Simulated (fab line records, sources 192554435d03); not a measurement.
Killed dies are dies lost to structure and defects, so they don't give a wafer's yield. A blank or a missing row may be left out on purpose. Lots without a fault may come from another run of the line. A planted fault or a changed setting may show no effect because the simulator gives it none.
A struck lot beside a sound one | flow n5_finfet | 41 steps out of a route of 1938
Sound: wafers L339.1, L339.2, L339.5. Struck: wafers L347.1, L347.3, L347.4. The cause comes at the end.
At each step with rows: each side's tool, then ch and its chambers, then its first start. Under that, the readings that differ: sound wafers | struck wafers | difference of the means | sigmas: that difference in standard deviations of wafers without a fault.
alike: readings whose means differ by less than 2 such deviations, and words and numbers that are the same on both sides. not compared: withheld readings, readings that some wafer has no value for, bounds like >300 that may hide the same value, and numbers for which the record gives no deviation and whose values overlap.
The two part at a step that has a row with sigmas, a row that says differs or no value, or rows on one side only. Numbers that don't overlap but have no deviation are shown without sigmas and don't part them. A reading that every wafer of one side lacks parts them only if that side has two wafers or more.

first, 1 step without rows for these wafers: N5_HKMG_FIN_COAT_85 (time 60 s, resist thk 300 nm).
N5_HKMG_FIN_ETCH_86: etches SOC in N2/H2, stops on TiN, target depth 393.2 nm.
  sound on rie_diel-01 ch 0,1,3, day 5 19:21; struck on rie_diel-04 ch 0,1,2, day 7 18:11
  alike: drypump_motor_current_A, oes_product_au, rf_vpp_V, showerhead_plenum_p_Torr, throttle_valve_pct
  not compared: rf_hours_counter_h
then, 10 steps without rows for these wafers: N5_HKMG_FIN_STRIP_89 (strips SOC in N2/H2, time 20 s); N5_HKMG_FIN_WET_ETCH_87 (etches TiN in SC1, time 154.2 s, target depth 4.7 nm, rinse time 30 s); N5_HKMG_FIN_STRIP_88 (strips in N2/H2, time 360 s); N5_HKMG_FIN_NWFM_ALD_20 (deposits TiAlC, target thk 2 nm, pulse time 3 s, purge time 2 s); N5_HKMG_FIN_ALD_71 (deposits TiN, target thk 1 nm, pulse time 1 s, purge time 3 s); N5_HKMG_FIN_COAT_66 (time 60 s, resist thk 300 nm); N5_HKMG_FIN_ETCH_67 (etches SOC in N2/H2, stops on TiN, target depth 388.9 nm); N5_HKMG_FIN_STRIP_90 (strips SOC in N2/H2, time 20 s); N5_HKMG_FIN_WET_ETCH_73 (etches the open film in SC1, time 42.3 s, target depth 1.3 nm, rinse time 30 s); N5_HKMG_FIN_ETCHBACK_68 (etches the open film in Cl2/Ar, stops on HfO2, target depth 0.5 nm).
N5_HKMG_FIN_STRIP_69: strips in N2/H2, time 360 s.
  sound on plasma_asher-02 ch 0,1, day 5 20:47; struck on plasma_asher-02 ch 0,1, day 7 19:38
  no value came back on the struck wafers for drypump_motor_current_A (A), h2_flow_sccm (sccm), heater_power_w (W); on the sound wafers drypump_motor_current_A (A) reads 4.8 6.8 4.8
  not compared: rf_hours_counter_h
then, 2 steps without rows for these wafers: N5_HKMG_FIN_ALD_21 (deposits TiN, target thk 1.5 nm, pulse time 1 s, purge time 3 s); N5_HKMG_FIN_ALD_72 (deposits W, target thk 2 nm, pulse time 1 s, purge time 2 s).
N5_HKMG_FIN_W_FILL_22: material W, target thk 60 nm, time 18.2 s.
  sound on cvd_w-01 ch 0,1, day 5 21:35; struck on cvd_w-01 ch 0,1, day 7 20:26
  alike: heater_power_w, throttle_valve_pct
then, 7 steps without rows for these wafers: N5_HKMG_FIN_PRECLEAN_83 (cleans in DIW, time 57.5 s); N5_HKMG_FIN_SRD_84 (dry time 32 s); N5_HKMG_FIN_CMP_23 (polishes, stops on SiNx, t overpolish 10 s, target thk 46.326 nm); N5_HKMG_FIN_CMP_94 (polishes, stops on SiNx, t overpolish 4.7 s, target thk 43.299 nm); N5_GATE_CUT_ETCHBACK_00 (etches W in SF6/Cl2); N5_GATE_CUT_ETCH_56 (etches TiN in Cl2/Ar, target depth 21.6 nm); N5_GATE_CUT_ETCHBACK_30 (etches TiN in Cl2/Ar, target depth 3 nm).
N5_GATE_CUT_VAPOR_ETCH_60: etches HfO2 in BCl3/Cl2.
  sound on rie_metal-01 ch 0,1, day 5 22:41; struck on rie_metal-01 ch 1, day 7 21:32
  alike: drypump_motor_current_A, oes_product_au
N5_GATE_CUT_ETCH_58: etches SiNx in CH3F/O2, target depth 17 nm, time 128.6 s.
  sound on rie_diel-03 ch 2,3, day 5 22:44; struck on rie_diel-03 ch 1, day 7 21:35
  reading                         | sound          | struck | difference | sigmas
  showerhead_plenum_p_Torr (Torr) | 2.07 2.05 2.05 | 1.91   | -0.15      | -2
  alike: drypump_motor_current_A, oes_product_au, rf_vpp_V, throttle_valve_pct
  not compared: rf_hours_counter_h
then, 5 steps without rows for these wafers: N5_GATE_CUT_STRIP_59 (strips in N2/H2, time 20 s); N5_GATE_CUT_PRECLEAN_31 (cleans in DIW, time 300 s); N5_GATE_CUT_SRD_32 (time 30 s); N5_GATE_CUT_SAC_CAP_01 (material SiNx, target thk 24 nm, pulse time 1 s, ald cycles 480); N5_GATE_CUT_PECVD_57 (deposits SiNx from SiH4/NH3/N2, target thk 21 nm).
N5_GATE_CUT_CMP_02: polishes, stops on SiO2, t overpolish 12.7 s, target thk 0 nm.
  sound on cmp-04 ch 0,2,3, day 6 01:38; struck on cmp-02 ch 1, day 8 00:18
  alike: edge_zone_pressure_frac, motor_current_A, overpolish_run_s, slurry_flow_ml_min, time_to_endpoint_s
then, 8 steps without rows for these wafers: N5_GATE_CUT_HM_DEP_46 (deposits SiO2 from TEOS/O2, target thk 130 nm, time 26.6 s); N5_GATE_CUT_COAT_34 (time 60 s, resist thk 60 nm); N5_GATE_CUT_COAT_35 (time 60 s, resist thk 10 nm); N5_GATE_CUT_COAT_27 (time 60 s, resist thk 10 nm); N5_GATE_CUT_COAT_07 (resist thk 30 nm); N5_GATE_CUT_EBR_09; N5_GATE_CUT_SOFTBAKE_08 (time 60 s); N5_GATE_CUT_EXPOSE_10 (exposes mask GATE CUT, target cd 20 nm).
-- the record jumps here: 3 days lie between the struck wafers' starts before and after (it left off in module GATE_CUT and takes up again in module BEOL_M4, whose first step shown is number 1111 of the route) --
N5_BEOL_M4_RC_MEAS_101:
  sound on prober-02 ch 0, day 9 14:24; struck on prober-02 ch 0, day 11 12:16
  reading        | sound          | struck | difference | sigmas
  IOFF_P (nA/um) | 0.19 0.20 0.15 | 0.28   | +0.10      | +3
  ION_P (uA/um)  | 453 461 444    | 476    | +23        | +2
  alike: DIBL_N, DIBL_P, IOFF_N, ION_N, SS_N, SS_P, VT_N, VT_P
-- the record jumps here: 5 days lie between the struck wafers' starts before and after (it left off in module BEOL_M4 and takes up again in module PASSIVATION, whose first step shown is number 1936 of the route) --
N5_PASSIVATION_PROBE_49:
  the record has rows for the struck wafers here (prober-02, day 16 03:59) and none for the sound ones

WHERE THEY PART
First at N5_HKMG_FIN_STRIP_69; last, within this record, at N5_PASSIVATION_PROBE_49.

WHY: what the simulator had put in
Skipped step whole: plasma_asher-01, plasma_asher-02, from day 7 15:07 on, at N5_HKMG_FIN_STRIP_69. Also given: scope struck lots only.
